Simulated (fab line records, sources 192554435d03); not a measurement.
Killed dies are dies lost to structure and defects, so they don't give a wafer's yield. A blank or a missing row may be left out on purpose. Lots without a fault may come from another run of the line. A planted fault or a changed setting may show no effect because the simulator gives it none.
Which tool did it? | flow n5_finfet | 11 lots, 32 wafers sampled, at 3 steps of a route of 1938

WHAT THE GAUGES READ, wafer by wafer
N5_BEOL_M12_THK_MEAS_01.
lot  | measured     | on            | M12_ILD_THK (nm)
L749 | day 10 06:38 | film_metro-01 | 644 650 656
L748 | day 10 07:00 | film_metro-01 | 665 652 666
L750 | day 10 23:08 | film_metro-01 | 659 667 670
L751 | day 11 06:11 | film_metro-01 | 663 667
L753 | day 11 18:49 | film_metro-02 | 652 655 662
L758 | day 13 02:04 | film_metro-02 | 656 670 666
L760 | day 13 03:03 | film_metro-01 | 641 654 656
L759 | day 13 07:10 | film_metro-01 | 657 662 672
L764 | day 14 08:53 | film_metro-02 | 655 671 670
L766 | day 15 00:29 | film_metro-02 | 657 651 663
L771 | day 16 06:19 | film_metro-02 | 651 649 661

WHICH TOOL RAN EACH LOT (tool, then ch and the chambers of the sampled wafers, then the start)
lot  | N5_BEOL_M11_CMP_52            | N5_BEOL_M11_DEP_56
L749 | cmp-02 ch 0,1,2, day 10 05:58 | pecvd-02 ch 0,1, day 10 06:19
L748 | cmp-01 ch 1,2,3, day 10 06:23 | pecvd-01 ch 0,1, day 10 06:41
L750 | cmp-04 ch 0,2, day 10 22:32   | pecvd-02 ch 1,2, day 10 22:53
L751 | cmp-04 ch 1,3, day 11 05:39   | pecvd-04 ch 1, day 11 05:56
L753 | cmp-02 ch 0,2, day 11 18:14   | pecvd-02 ch 0,1,2, day 11 18:34
L758 | cmp-02 ch 0,1, day 13 01:27   | pecvd-02 ch 0,1,2, day 13 01:48
L760 | cmp-02 ch 0,2, day 13 02:26   | pecvd-04 ch 0,2, day 13 02:45
L759 | cmp-01 ch 0,1,3, day 13 06:33 | pecvd-04 ch 0,1,2, day 13 06:54
L764 | cmp-02 ch 2,3, day 14 08:17   | pecvd-02 ch 0,2, day 14 08:38
L766 | cmp-02 ch 0,2,3, day 14 23:52 | pecvd-02 ch 0,2, day 15 00:13
L771 | cmp-02 ch 0,1,3, day 16 05:42 | pecvd-01 ch 1,2, day 16 06:03
- N5_BEOL_M11_CMP_52: polishes, stops on SiCOH lowk, t overpolish 7 s, target thk 140 nm.
- N5_BEOL_M11_DEP_56: deposits SiCN from 3MS/NH3, target thk 30 nm, time 10.5 s.

THE ANSWER, worked out from the rows above alone
Rule: what is usual is taken from the lots themselves. Put in order of their means at a reading, lots are off if they are a third of the lots or fewer, leave a main group of 4 or more, and stand apart from it by a gap of 3 or more times the standard deviation of the main group's means; of several such gaps the widest counts. A main group whose means are all the same, to the digits that the tables above print for the reading, isn't used. A lot without any number at a reading at which 4 lots or more have one is off too. The other lots that the step has rows for count as sound.
No lot is off at any reading shown: from this, nothing can be told.

WHAT THE SIMULATOR HAD PUT IN
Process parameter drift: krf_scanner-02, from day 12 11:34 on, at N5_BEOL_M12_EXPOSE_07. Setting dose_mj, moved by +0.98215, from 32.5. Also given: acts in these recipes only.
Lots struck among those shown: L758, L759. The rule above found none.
